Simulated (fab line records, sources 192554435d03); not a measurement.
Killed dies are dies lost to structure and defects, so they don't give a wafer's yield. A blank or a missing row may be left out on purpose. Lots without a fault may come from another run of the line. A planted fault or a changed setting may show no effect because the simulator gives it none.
fab line records | flow n5_finfet
record lots=7 wafers=18 last_day=18
route steps=1938 shown BEOL_M15@1821 PASS1_DEP@1831 MIM_BOT@1832 MIM_TOP@1834 PASSIVATION@1936
lots that met no fault: from a run of the same line without faults
start_h: hours from the record's first day to the start of the lot's first wafer shown | wait_h: hours since the lot's step before | " the same as in the row above | L1.1+2: a row that stands for several wafers | - no value, or no start given | * or withheld: withheld | < > ~ a bound
route shown NAME@n: a module of which the file shows steps, and the number in the route of the first | usual: mean/standard deviation of fault-free wafers | same: alike in all rows | chamber/n: place in a boat | sites: the reading at each site | _std_site: their standard deviation | _edge_site: outer sites' mean less inner sites' | radius_mm: how far each site lies from the wafer's centre | mask NAME#n: copy n | behind: the tool/chamber that last shaped the wafer | hold: why the lot was held/for how many hours/how that ended | device: the transistor (n, p or np) that didn't switch | end of line: the same wafers' tests at the end of the route | a step without rows: its recipe alone | killed: dies lost to structure and defects at the first sort, not the wafer's yield | map: a wafer's dies, x killed, . not, _ none there
set.NAME: the setting as run; set.NAME@STEP: as run at that earlier step | model.NAME: the simulator's own value behind a step, which no gauge read
lots at some steps of the route; a table a step, a row a wafer
services: from which hour (start_h, from the record's first day; less than 0 if before it) a tool's chamber was out of use, for how many hours, and why
## steps
# step N5_BEOL_M15_SPUTTER_45
# recipe material=Cu target_thk_a=1000 temp_c=-20 bias_v=60 power_w=26000 chamber_pressure_pa=0.13 time_s=16.67
# usual chuck_sensor_temp_C=-15.7/0.36 throttle_valve_pct=29.7/1.1
# columns lot.wafer tool chamber start_h wait_h chuck_sensor_temp_C throttle_valve_pct
L525.1 pvd_sputter-01 - 275.66 0.0 -15.6 30.6
L525.2 " - " " -15.7 30.3
L525.4 " - " " -15.9 28.9
L534.1 pvd_sputter-01 - 340.15 0.0 -15.6 29.8
L534.2 " - " " -15.6 30.5
L534.5 " - " " -15.6 30.1
L536.1 pvd_sputter-02 - 352.47 0.0 -16.2 31.6
L536.3 " - " " -16.0 29.7
L535.3 pvd_sputter-03 - 352.47 0.0 -15.2 29.9
L535.5 " - " " -15.8 31.4
L539.1 pvd_sputter-02 - 369.83 0.0 -16.3 29.9
L539.5 " - " " -16.0 29.7
L540.1 pvd_sputter-01 - 371.98 0.0 -15.9 29.0
L540.4 " - " " -15.5 30.3
L540.6 " - " " -15.8 30.1
L544.1 pvd_sputter-03 - 405.85 0.0 -15.6 27.4
L544.2 " - " " -15.3 30.2
L544.4 " - " " -15.8 31.4
# step N5_BEOL_M15_ECD_47
# recipe material=Cu target_thk_a=18600
# step N5_BEOL_M15_ANNEAL_48
# recipe temp_c=225 time_s=90 ambient=N2
# usual wafer_temp_C_max=225.72/0.21
# columns lot.wafer tool chamber start_h wait_h wafer_temp_C_max
L525.1 rtp_anneal-02 0 276.02 0.2 225.57
L525.2 " 0 " " 225.65
L525.4 " 0 " " 225.93
L534.1 rtp_anneal-01 0 340.76 0.4 225.69
L534.2 " 0 " " 225.31
L534.5 " 0 " " 225.43
L536.1 rtp_anneal-01 0 352.83 0.2 225.47
L536.3 " 0 " " 225.55
L535.3 rtp_anneal-02 0 353.10 0.4 225.60
L535.5 " 0 " " 225.92
L539.1 rtp_anneal-02 0 370.19 0.2 225.34
L539.5 " 0 " " 225.80
L540.1 rtp_anneal-01 0 372.34 0.2 225.78
L540.4 " 0 " " 225.69
L540.6 " 0 " " 225.67
L544.1 rtp_anneal-02 0 406.21 0.2 226.05
L544.2 " 0 " " 225.94
L544.4 " 0 " " 225.59
# step N5_BEOL_M15_CMP_49
# recipe stop_on=SiO2 t_overpolish_s=4.9 down_force_psi=2 platen_rpm=80 clearing_platen_down_force_psi=2 clearing_platen_rpm=80 post_cmp_clean=cu_alkaline target_thk_nm=850 clearing_platen_pad_velocity_m_s=1.5917 pad_velocity_m_s=1.5917
# step N5_BEOL_M15_THK_MEAS_50
# recipe thk_meas_gauge=xrf reads=Cu_of_BEOL_M15_ECD_47
# usual M15_THK=858/21
# columns lot.wafer tool chamber start_h wait_h M15_THK[nm]
L525.1 film_metro-01 - 276.61 - 853
L525.2 " - " " 864
L525.4 " - " " 893
L534.1 film_metro-02 - 341.37 - 837
L534.2 " - " " 831
L534.5 " - " " 818
L536.1 film_metro-01 - 353.42 - 881
L536.3 " - " " 871
L535.3 film_metro-01 - 353.60 - 844
L535.5 " - " " 889
L539.1 film_metro-01 - 370.84 - 854
L539.5 " - " " 851
L540.1 film_metro-02 - 372.93 - 835
L540.4 " - " " 867
L540.6 " - " " 844
L544.1 film_metro-01 - 406.80 - 900
L544.2 " - " " 885
L544.4 " - " " 866
# step N5_BEOL_M15_PRE_CLEAN_52
# recipe gas=NH3 time_s=15 temp_c=withheld rf_power_w=300
# step N5_BEOL_M15_DEP_53
# recipe material=SiCN target_thk_a=500 temp_c=withheld precursor=3MS/NH3 pressure_torr=3 rf_w=675 time_s=17.8
# usual showerhead_plenum_p_Torr=4.164/0.019 throttle_valve_pct=18.1/0.86
# columns lot.wafer tool chamber start_h wait_h showerhead_plenum_p_Torr since_wet_clean_h throttle_valve_pct
L525.1 pecvd-04 1 276.67 0.0 4.178 2068 19.7
L525.2 " 2 " " 4.185 589 18.1
L525.4 " 1 " " 4.164 - 19.6
L534.1 pecvd-02 1 341.43 0.0 4.141 1770 19.9
L534.2 " 0 " " 4.150 1045 18.8
L534.5 " 0 " " 4.156 - 18.6
L536.1 pecvd-04 2 353.48 0.0 4.182 666 18.2
L536.3 " 1 " " 4.164 2145 20.0
L535.3 pecvd-01 2 353.66 0.0 4.201 482 17.5
L535.5 " 2 " " 4.191 - 17.7
L539.1 pecvd-04 2 370.90 0.0 4.187 683 18.2
L539.5 " 2 " " 4.186 - 18.4
L540.1 pecvd-02 0 372.99 0.0 4.140 1077 18.9
L540.4 " 1 " " 4.153 - 20.4
L540.6 " 2 " " 4.163 - 17.0
L544.1 pecvd-04 0 406.88 0.0 4.164 439 17.6
L544.2 " 2 " " 4.187 719 18.6
L544.4 " 0 " " 4.167 - 17.7
# step N5_BEOL_M15_RS_MEAS_54
# recipe thk_meas_gauge=four-point-probe reads=Cu_of_BEOL_M15_ECD_47+Ta_of_BEOL_M15_SPUTTER_44+TaN_of_BEOL_M15_SPUTTER_43
# usual M15_RS=0.0217/0.0005
# columns lot.wafer tool chamber start_h wait_h M15_RS[ohm/sq]
L525.1 film_metro-02 - 276.74 0.0 0.0223
L525.2 " - " " 0.0218
L525.4 " - " " 0.0212
L534.1 film_metro-02 - 341.50 0.0 0.0221
L534.2 " - " " 0.0222
L534.5 " - " " 0.0225
L536.1 film_metro-02 - 353.55 0.0 0.0212
L536.3 " - " " 0.0215
L535.3 film_metro-02 - 353.73 0.1 0.0224
L535.5 " - " " 0.0211
L539.1 film_metro-01 - 370.97 0.0 0.0222
L539.5 " - " " 0.0223
L540.1 film_metro-02 - 373.06 0.0 0.0221
L540.4 " - " " 0.0214
L540.6 " - " " 0.0220
L544.1 film_metro-01 - 406.96 0.1 0.0208
L544.2 " - " " 0.0211
L544.4 " - " " 0.0215
# step N5_BEOL_M15_INSPECT_55
# recipe inspect_instrument=darkfield mode=post_dep
# usual raw_defect_count=68/22
# columns lot.wafer tool chamber start_h wait_h raw_defect_count
L525.1 defect_inspect-02 - 276.76 0.0 86
L525.2 " - " " 76
L525.4 " - " " 51
L534.1 defect_inspect-01 - 341.52 0.0 58
L534.2 " - " " 57
L534.5 " - " " 66
L536.1 defect_inspect-02 - 353.57 0.0 56
L536.3 " - " " 45
L535.3 defect_inspect-02 - 353.75 0.0 89
L535.5 " - " " 70
L539.1 defect_inspect-01 - 370.99 0.0 68
L539.5 " - " " 46
L540.1 defect_inspect-01 - 373.08 0.0 52
L540.4 " - " " 60
L540.6 " - " " 72
L544.1 defect_inspect-02 - 406.99 0.0 43
L544.2 " - " " 97
L544.4 " - " " 51
# step N5_BEOL_M15_RC_MEAS_101
# usual COMB_M10=1.5e-11/3.1e-12 COMB_M11=1.5e-11/3.2e-12 COMB_M12=6.4e-12/1.4e-12 COMB_M12_max_site=9.1e-12/1.9e-12 COMB_M13=5e-12/9.5e-13 COMB_M14=3.6e-12/1e-12 COMB_M15=2.5e-12/7.3e-13 COMB_M5=3.7e-11/7.9e-12 COMB_M6=2.3e-11/4.6e-12 COMB_M7=2.5e-11/4.8e-12 COMB_M8=2.5e-11/5.3e-12 COMB_M9=1.4e-11/3e-12 SERP_M10=3.02/0.1 SERP_M10_max_site=3.10/0.11 SERP_M11=3.09/0.093 SERP_M12=0.644/0.021 SERP_M12_max_site=0.657/0.022 SERP_M13=0.313/0.0081 SERP_M14=0.160/0.0057 SERP_M5=39.0/2.2 SERP_M6=13.8/0.78 SERP_M7=14.0/0.75 SERP_M8=14.0/0.76 SERP_M9=3.09/0.11
# columns lot.wafer tool chamber start_h wait_h COMB_M10[S/m] COMB_M11[S/m] COMB_M12[S/m] COMB_M12_max_site[S/m] COMB_M13[S/m] COMB_M14[S/m] COMB_M15[S/m] COMB_M5[S/m] COMB_M6[S/m] COMB_M7[S/m] COMB_M8[S/m] COMB_M9[S/m] SERP_M10[ohm/um] SERP_M10_max_site[ohm/um] SERP_M11[ohm/um] SERP_M12[ohm/um] SERP_M12_max_site[ohm/um] SERP_M13[ohm/um] SERP_M14[ohm/um] SERP_M5[ohm/um] SERP_M6[ohm/um] SERP_M7[ohm/um] SERP_M8[ohm/um] SERP_M9[ohm/um]
L525.1 prober-02 0 276.79 0.0 2.3e-11 1.5e-11 8.1e-12 1.25e-11 5.8e-12 5.7e-12 4.4e-12 4.8e-11 2.6e-11 3e-11 2.3e-11 1.5e-11 3.07 3.26 2.93 0.676 0.684 0.330 0.160 42.3 14.5 12.9 12.9 3.04
L525.2 " 0 " " 2.2e-11 1.3e-11 5.4e-12 6.8e-12 6e-12 4.7e-12 2.7e-12 4.3e-11 2.9e-11 2.5e-11 2.6e-11 1.4e-11 3.12 3.22 3.10 0.685 0.700 0.308 0.168 42.4 14.0 13.3 14.8 3.09
L525.4 " 0 " " 1.9e-11 1.6e-11 9.2e-12 1.41e-11 7.9e-12 4.1e-12 2.5e-12 3.4e-11 2.6e-11 3.2e-11 3.6e-11 1.2e-11 2.97 2.99 3.00 0.671 0.687 0.316 0.156 40.0 13.7 13.8 14.2 3.04
L534.1 prober-02 0 341.55 0.0 1.9e-11 1.7e-11 6.8e-12 8.1e-12 6.3e-12 3.2e-12 2.5e-12 5e-11 2.9e-11 2.4e-11 3.2e-11 1.5e-11 3.03 3.08 2.90 0.636 0.644 0.319 0.161 44.3 13.6 13.3 13.7 2.94
L534.2 " 0 " " 2.1e-11 1.6e-11 6.6e-12 9.7e-12 4e-12 3.3e-12 2.5e-12 4.1e-11 3.4e-11 2.9e-11 2.7e-11 1.5e-11 3.01 3.05 2.99 0.637 0.648 0.315 0.159 39.6 13.7 14.1 13.4 3.22
L534.5 " 0 " " 1.8e-11 1.4e-11 7.6e-12 1e-11 4.7e-12 3.3e-12 3e-12 3.4e-11 2.5e-11 3.7e-11 2.5e-11 1.9e-11 3.10 3.18 3.10 0.614 0.623 0.319 0.162 42.2 12.6 12.9 14.6 3.17
L536.1 prober-01 0 353.60 0.0 1.4e-11 1.1e-11 5.3e-12 9.7e-12 4.7e-12 2.2e-12 2.1e-12 3.5e-11 2.7e-11 2.8e-11 2.5e-11 1.5e-11 3.00 3.05 3.08 0.646 0.658 0.301 0.150 38.2 13.0 13.9 14.5 3.08
L536.3 " 0 " " 1.2e-11 1.4e-11 6.9e-12 9.3e-12 3.2e-12 3.5e-12 1.6e-12 4.6e-11 2.2e-11 2.4e-11 2.7e-11 1.2e-11 2.92 2.98 3.15 0.637 0.648 0.314 0.149 38.0 13.6 13.9 14.1 3.25
L535.3 prober-02 0 354.09 0.3 1.7e-11 2e-11 7.1e-12 9.3e-12 3.9e-12 4.3e-12 3.3e-12 2.9e-11 1.9e-11 2.9e-11 2.5e-11 1.2e-11 3.03 3.08 3.19 0.669 0.684 0.312 0.159 41.3 13.4 14.2 13.5 3.20
L535.5 " 0 " " 1.5e-11 1.4e-11 5.5e-12 8.1e-12 3.9e-12 4e-12 2.9e-12 3.4e-11 2.5e-11 2.3e-11 2e-11 1.5e-11 2.97 3.04 3.21 0.661 0.684 0.322 0.160 37.8 12.6 14.6 13.9 3.30
L539.1 prober-02 0 371.02 0.0 9e-12 1.2e-11 6.3e-12 1.01e-11 5.8e-12 4.2e-12 3e-12 4.5e-11 2.7e-11 2.4e-11 2.5e-11 1.8e-11 3.00 3.02 3.14 0.636 0.649 0.324 0.155 37.6 13.6 13.9 14.9 3.11
L539.5 " 0 " " 1.4e-11 1.8e-11 9.8e-12 1.39e-11 5.8e-12 4.3e-12 3.3e-12 4e-11 2.3e-11 3.2e-11 2.3e-11 1.3e-11 2.96 3.02 2.97 0.667 0.689 0.308 0.151 40.2 12.8 14.2 15.3 3.13
L540.1 prober-01 0 373.11 0.0 1.5e-11 1.8e-11 5.6e-12 8.8e-12 2.6e-12 2.5e-12 2.3e-12 2.8e-11 2.5e-11 2.6e-11 2.2e-11 1.1e-11 3.15 3.26 3.15 0.655 0.669 0.305 0.163 36.8 14.9 13.6 15.5 3.22
L540.4 " 0 " " 1.1e-11 1.3e-11 4.8e-12 6.4e-12 3.9e-12 3e-12 1.7e-12 4e-11 2.9e-11 1.9e-11 2.3e-11 1.5e-11 3.03 3.13 3.21 0.630 0.643 0.297 0.164 38.8 14.4 14.8 14.5 2.95
L540.6 " 0 " " 1.5e-11 1.5e-11 5.1e-12 7.6e-12 4e-12 3.9e-12 1.6e-12 4.1e-11 3.1e-11 1.7e-11 2.2e-11 1.9e-11 2.98 3.13 3.18 0.632 0.654 0.311 0.157 37.4 15.1 13.5 14.8 2.99
L544.1 prober-02 0 407.01 0.0 1.3e-11 1.6e-11 4.9e-12 7.1e-12 5.3e-12 2.9e-12 2.9e-12 2.4e-11 2.5e-11 2.6e-11 3.6e-11 1.7e-11 2.97 3.04 3.04 0.615 0.638 0.311 0.163 41.3 13.8 12.7 13.2 3.21
L544.2 " 0 " " 1.8e-11 1.8e-11 7e-12 9.1e-12 4.9e-12 3.8e-12 4.4e-12 3.3e-11 2.4e-11 3.1e-11 3.3e-11 9e-12 3.02 3.10 2.97 0.622 0.636 0.336 0.163 42.7 13.0 15.6 12.8 3.04
L544.4 " 0 " " 1.2e-11 1.4e-11 5e-12 6.9e-12 5.5e-12 2.9e-12 3.5e-12 4.2e-11 2.5e-11 3.4e-11 3.3e-11 1.3e-11 3.15 3.23 3.13 0.620 0.637 0.326 0.162 40.0 14.6 14.3 14.5 3.14
# step N5_PASSIVATION_PECVD_00
# recipe material=SiO2 target_thk_a=2000 temp_c=400 precursor=SiH4/N2O pressure_torr=2.7 rf_w=608 time_s=11.2
# step N5_MIM_BOT_DEGAS_01
# recipe ambient=vacuum temp_c=300 time_s=60
# usual heater_power_w=459/33
# columns lot.wafer tool chamber start_h wait_h heater_power_w
L525.1 pvd_sputter-03 - 278.27 0.5 451
L525.2 " - " " 445
L525.4 " - " " 521
L534.1 pvd_sputter-02 - 344.12 1.6 432
L534.2 " - " " 446
L534.5 " - " " 451
L536.1 pvd_sputter-02 - 355.37 0.8 458
L536.3 " - " " 438
L535.3 pvd_sputter-02 - 355.65 0.9 451
L535.5 " - " " 447
L539.1 pvd_sputter-02 - 372.35 0.4 430
L539.5 " - " " 489
L540.1 pvd_sputter-03 - 375.49 1.4 427
L540.4 " - " " 513
L540.6 " - " " 530
L544.1 pvd_sputter-01 - 410.36 2.4 434
L544.2 " - " " 428
L544.4 " - " " 453
# step N5_MIM_BOT_SPUTTER_00
# recipe material=TiN target_thk_a=350 temp_c=200 power_w=3000 chamber_pressure_pa=0.49996 gas=Ar reactive_partial_pa=0.37997 time_s=89.7
# usual throttle_valve_pct=29.8/1
# columns lot.wafer tool chamber start_h wait_h throttle_valve_pct model.TiN_of_MIM_BOT_SPUTTER_00.thk_nm
L525.1 pvd_sputter-03 - 278.31 0.0 30.3 34.8
L525.2 " - " " 27.6 34.2
L525.4 " - " " 31.1 35
L534.1 pvd_sputter-02 - 344.16 0.0 31.4 35.4
L534.2 " - " " 29.6 34.6
L534.5 " - " " 29.5 34.8
L536.1 pvd_sputter-02 - 355.41 0.0 29.2 34.2
L536.3 " - " " 31.6 17.6
L535.3 pvd_sputter-02 - 355.69 0.0 31.5 18
L535.5 " - " " 29.7 17.6
L539.1 pvd_sputter-02 - 372.39 0.0 31.4 34.8
L539.5 " - " " 30.0 18.2
L540.1 pvd_sputter-03 - 375.53 0.0 29.6 34.4
L540.4 " - " " 31.5 34.8
L540.6 " - " " 31.4 35
L544.1 pvd_sputter-01 - 410.40 0.0 29.2 35.6
L544.2 " - " " 30.2 34.8
L544.4 " - " " 30.6 35.8
# step N5_MIM_TOP_ALD_00
# recipe material=Al2O3 target_thk_a=* temp_c=withheld ald_precursor_family=TMA ald_co_reactant=O3 pulse_time_s=withheld purge_time_s=3 co_reactant_purge_time_s=withheld co_reactant_pulse_time_s=3 ald_cycles=withheld
# usual precursor_pulse_height_rel=1.003/0.017
# columns lot.wafer tool chamber start_h wait_h precursor_pulse_height_rel
L525.1 ald_hk-01 0 278.41 0.1 1.004
L525.2 " 3 " " 0.998
L525.4 " 1 " " 1.013
L534.1 ald_hk-03 3 344.26 0.1 1.018
L534.2 " 0 " " 1.019
L534.5 " 3 " " 0.996
L536.1 ald_hk-03 2 355.51 0.1 0.985
L536.3 " 0 " " 1.005
L535.3 ald_hk-02 3 355.79 0.1 1.017
L535.5 " 0 " " 1.025
L539.1 ald_hk-01 0 372.49 0.1 0.989
L539.5 " 0 " " 0.975
L540.1 ald_hk-01 3 375.63 0.1 1.007
L540.4 " 1 " " 0.985
L540.6 " 0 " " 1.004
L544.1 ald_hk-01 0 410.50 0.1 0.970
L544.2 " 1 " " 0.983
L544.4 " 2 " " 0.999
# step N5_PASSIVATION_PROBE_49
# usual defect_limited_yield=91.1/1.4 killed_at_M0_to_M3=34/9.7 killed_at_M4_up=13/5.1 killed_at_contacts=14/6.3 killed_at_front_end=40/11 killed_at_other=3.5/2.7 killed_dies=105/16 killed_open=70/12 killed_short=34/7.8 sort_bin_5_function=5.2/0.88 sort_bin_6_memory=3.3/0.7 sort_n_pass=1074/17 sort_yield_pct=91.0/1.5
# same gross_dies=1180 killed_at_back_side=0 sort_bin_4_leakage[%]=0 sort_bin_8_speed[%]=0
# columns lot.wafer tool chamber start_h wait_h defect_limited_yield[%] killed_at_M0_to_M3 killed_at_M4_up killed_at_contacts killed_at_front_end killed_at_other killed_dies killed_open killed_short sort_bin_5_function[%] sort_bin_6_memory[%] sort_n_pass sort_yield_pct[%]
L536.1 prober-02 - 368.70 0.0 91.7 25 12 20 37 4 98 61 37 5.6 2.5 1082 91.7
L536.3 prober-02 - 368.80 0.1 90.3 40 16 12 43 3 114 82 30 6.3 3.3 1066 90.3
L535.3 prober-01 - 369.23 0.1 89.9 35 14 16 49 5 119 69 49 6.2 3.4 1061 89.9
L535.5 prober-01 - 369.33 0.2 88.2 41 22 27 48 1 139 89 50 7.3 4.1 1041 88.2
# killed by level:class
L536.1 MOL_CONTACT_COAG:geometric_particle:open=14 FIN_SAQP:geometric_particle:short=12 BEOL_M3:geometric_particle:open=10 MOL_CONTACT_COAG:geometric_particle:short=6 FIN_SAQP:geometric_particle:open=5 BEOL_M2:geometric_particle:open=5 DUMMY_GATE:geometric_particle:open=3 ILD0:geometric_particle:short=3
L536.3 BEOL_M2:geometric_particle:open=15 FIN_SAQP:geometric_particle:open=13 STI_FIN_REVEAL:geometric_particle:open=12 BEOL_M3:geometric_particle:open=9 MOL_CONTACT_COAG:geometric_particle:open=9 FIN_SAQP:geometric_particle:short=8 GATE_CUT:geometric_particle:short=4 BEOL_M0_SAQP:geometric_particle:open=4
L535.3 FIN_SAQP:geometric_particle:short=17 BEOL_M0_SAQP:geometric_particle:open=12 MOL_CONTACT_COAG:geometric_particle:open=11 BEOL_M0_SAQP:geometric_particle:short=8 GATE_CUT:geometric_particle:open=7 STARTING-WAFER:geometric_particle:short=6 BEOL_M3:geometric_particle:open=5 STI_FIN_REVEAL:geometric_particle:open=4
L535.5 MOL_CONTACT_COAG:geometric_particle:open=22 FIN_SAQP:geometric_particle:short=17 FIN_SAQP:geometric_particle:open=16 BEOL_M0_SAQP:geometric_particle:open=14 BEOL_M0_SAQP:geometric_particle:short=11 BEOL_M5:geometric_particle:open=8 BEOL_M3:geometric_particle:open=6 MOL_CONTACT_COAG:geometric_particle:short=5
## services
# columns tool chamber start_h hours kind
pecvd-01 1 254.45 48.9 repair
pecvd-01 2 264.95 6.6 repair
ald_hk-03 - 304.01 0.3 repair
pvd_sputter-01 - 350.73 6.6 repair
pecvd-02 1 353.20 5.5 scheduled_down
ald_hk-01 - 353.36 2.8 repair
pecvd-02 - 361.59 2.8 pm
ald_hk-01 - 365.14 2.8 pm
pecvd-04 1 383.62 - clean
pecvd-04 1 383.62 - consumable_replace:showerhead
pecvd-04 1 383.62 29.0 scheduled_down
pecvd-04 1 383.62 29.0 vent_cycle
pecvd-04 - 393.86 3.2 repair
pvd_sputter-01 - 405.30 2.9 repair
pvd_sputter-03 - 406.00 1.9 repair
pecvd-01 0 410.48 2.1 scheduled_down
## key
first_sign none at tools or gauges
model_effect step=N5_MIM_BOT_SPUTTER_00 value=TiN_of_MIM_BOT_SPUTTER_00.thk_nm without=34.9 struck=17.85
met_at N5_MIM_BOT_SPUTTER_00
struck_wafers L535.3,L535.5,L536.3,L539.5
onset_between 344.16 355.41
fault kind=process_parameter_drift tool=pvd_sputter-02 chamber=- onset_h=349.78 steps=N5_MIM_BOT_SPUTTER_00 channel=time_s offset=* shape=step end_h=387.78 scope=struck_wafers_only acts_in=* stated=*
